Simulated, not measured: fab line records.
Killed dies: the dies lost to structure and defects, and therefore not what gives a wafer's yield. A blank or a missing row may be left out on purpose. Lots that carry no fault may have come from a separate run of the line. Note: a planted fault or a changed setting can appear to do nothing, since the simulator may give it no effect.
The same fault as seen by 2 desks + flow n5 finfet + every desk sees just its own numbers, and what lay behind them comes last

AT THE TOOL OWNER'S DESK: rie diel-05
The tool's own readings at N5_BEOL_M4_ETCH_70 (etches SOC in N2/H2, target depth 80 nm, overetch 24 nm, time 130 s): means of the sampled wafers that have a number, for each lot that ran on this tool. A lot is out of limits, marked OUT, if its mean lies more than 4 standard deviations from the usual mean; the brackets give that distance. Of its 8 readings 7 are shown: the one that was out of limits first, and those that lie furthest out on some lot.
Columns: A = bias w at N5_BEOL_M4_ETCH_70, usual 150.0 W; B = drypump motor current A at N5_BEOL_M4_ETCH_70, usual 5.8 A; C = n2 flow sccm at N5_BEOL_M4_ETCH_70, usual 200.1 sccm; D = oes product au at N5_BEOL_M4_ETCH_70, usual 0.58 a.u.; E = rf vpp V at N5_BEOL_M4_ETCH_70, usual 524.1 V; F = showerhead plenum p Torr at N5_BEOL_M4_ETCH_70, usual 2.55 Torr; G = throttle valve pct at N5_BEOL_M4_ETCH_70, usual 17.74 %
| lot  | first seen here | A               | B   | C     | D    | E               | F    | G     |
|------|-----------------|-----------------|-----|-------|------|-----------------|------|-------|
| L706 | day 8 16:19     | 150.1           | 5.3 | 199.7 | 0.62 | 525.3           | 2.62 | 17.60 |
| L711 | day 9 23:25     | 168.2 (+39) OUT | 6.0 | 200.2 | 0.53 | 560.6 (+13) OUT | 2.53 | 17.82 |
| L713 | day 10 23:02    | 185.4 (+77) OUT | 6.1 | 200.0 | 0.60 | 601.7 (+28) OUT | 2.69 | 17.82 |
This desk's verdict: out of limits on L711, L713, starting with L711 at day 9 23:25 (bias w at N5_BEOL_M4_ETCH_70). Within limits: L706.

THE METROLOGY DESK
Means of the sampled wafers that have a number, per lot and without regard to the tool the lot ran on: this is what the gauges read. A lot is out of limits, marked OUT, if its mean lies more than 4 standard deviations from the usual mean; the brackets give that distance. Shown here are 7 of its 10 readings, the ones lying furthest out on some lot.
Columns: A = DIBL_N at N5_BEOL_M4_RC_MEAS_101, usual 36.5 mV/V; B = DIBL_P at N5_BEOL_M4_RC_MEAS_101, usual 36.5 mV/V; C = IOFF_P at N5_BEOL_M4_RC_MEAS_101, usual 0.22 nA/um; D = ION_N at N5_BEOL_M4_RC_MEAS_101, usual 677 uA/um; E = SS_N at N5_BEOL_M4_RC_MEAS_101, usual 71.6 mV/dec; F = SS_P at N5_BEOL_M4_RC_MEAS_101, usual 73.3 mV/dec; G = VT_P at N5_BEOL_M4_RC_MEAS_101, usual -250 mV
| lot  | first seen here | A    | B    | C    | D   | E    | F    | G    |
|------|-----------------|------|------|------|-----|------|------|------|
| L704 | day 8 12:54     | 35.6 | 37.6 | 0.19 | 679 | 71.8 | 73.5 | -253 |
| L706 | day 8 21:28     | 37.4 | 37.3 | 0.22 | 679 | 71.2 | 73.7 | -249 |
| L709 | day 9 19:58     | 35.4 | 34.4 | 0.19 | 673 | 71.1 | 72.7 | -250 |
| L711 | day 10 03:55    | 35.4 | 35.6 | 0.23 | 672 | 71.4 | 73.5 | -247 |
| L713 | day 11 03:36    | 36.5 | 36.0 | 0.20 | 675 | 71.7 | 73.1 | -252 |
| L715 | day 11 07:36    | 37.0 | 37.1 | 0.20 | 677 | 72.2 | 73.7 | -252 |
| L719 | day 12 10:10    | 35.6 | 33.4 | 0.19 | 672 | 71.1 | 72.6 | -250 |
| L725 | day 14 23:12    | 38.5 | 37.8 | 0.24 | 667 | 72.4 | 73.6 | -248 |
This desk found nothing out of limits on any of the 8 lots.

ALL TOGETHER
At day 9 23:25, on L711, L713, the tool owner's desk was in a position to raise an alarm.
Metrology desk: nothing out of limits seen.
The metrology desk holds a record of L711, L713, inside its limits.
Every lot named ran N5_BEOL_M4_ETCH_70 on rie diel-05.

WHAT HAD BEEN PUT IN BY THE SIMULATOR
rie diel-05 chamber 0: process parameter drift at N5_BEOL_M4_ETCH_70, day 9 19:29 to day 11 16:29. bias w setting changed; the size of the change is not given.
Struck lots among those shown: L711, L713.
How many hours passed from the start of the fault until each desk's first out-of-limits reading: the tool owner's desk, 4.
